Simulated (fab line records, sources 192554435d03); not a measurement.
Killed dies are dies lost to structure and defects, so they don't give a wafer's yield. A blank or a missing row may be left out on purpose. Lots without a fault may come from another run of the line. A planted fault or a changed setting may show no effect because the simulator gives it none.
Chamber matching | flow n5_finfet | N5_BEOL_M1_ALD_84 on ald_metal-04: 4 sister chambers
The step deposits TaN, pulse time 2 s, purge time 3 s, co reactant purge time 2 s. 4 wafers are shown with their chamber, then 11 later ones without.

WAFERS WITH THEIR CHAMBER
wafer  | chamber | heater_power_w (W)
L086.5 | 0       | 403
L087.2 | 2       | 473
L087.4 | 1       | 560
L089.4 | 3       | 369

WAFERS WITHOUT THEIR CHAMBER
wafer  | heater_power_w (W)
L089.5 | 555
L089.6 | 406
L092.1 | 374
L092.2 | 386
L092.3 | 560
L094.2 | 402
L094.4 | 568
L094.5 | 553
L096.2 | 565
L096.3 | 397
L096.4 | 379

WHICH CHAMBER EACH WENT THROUGH
wafer  | from the rows above     | in truth
L089.5 | 1                       | 1
L089.6 | 0                       | 0
L092.1 | 3                       | 3
L092.2 | can't be placed: 0 or 3 | 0
L092.3 | 1                       | 1
L094.2 | 0                       | 0
L094.4 | 1                       | 1
L094.5 | 1                       | 1
L096.2 | 1                       | 1
L096.3 | 0                       | 0
L096.4 | can't be placed: 3 or 0 | 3
Placed correctly: 9 of 11. Can't be placed from these rows: 2 (the true chamber is among the candidates in 2). Placed wrongly: 0.
How it was worked out, from the rows above alone: a wafer's distance from a chamber is the root of the sum, over the readings, of the square of ((its reading less the chamber's mean) divided by the reading's scatter). The wafer belongs to the nearest chamber; if the next one is less than 2 further off, it can't be placed. A chamber's mean is the mean of its shown wafers. The scatter: with one shown wafer a chamber, the root of the mean of the squares of how far each hidden wafer lies from its nearest shown one.
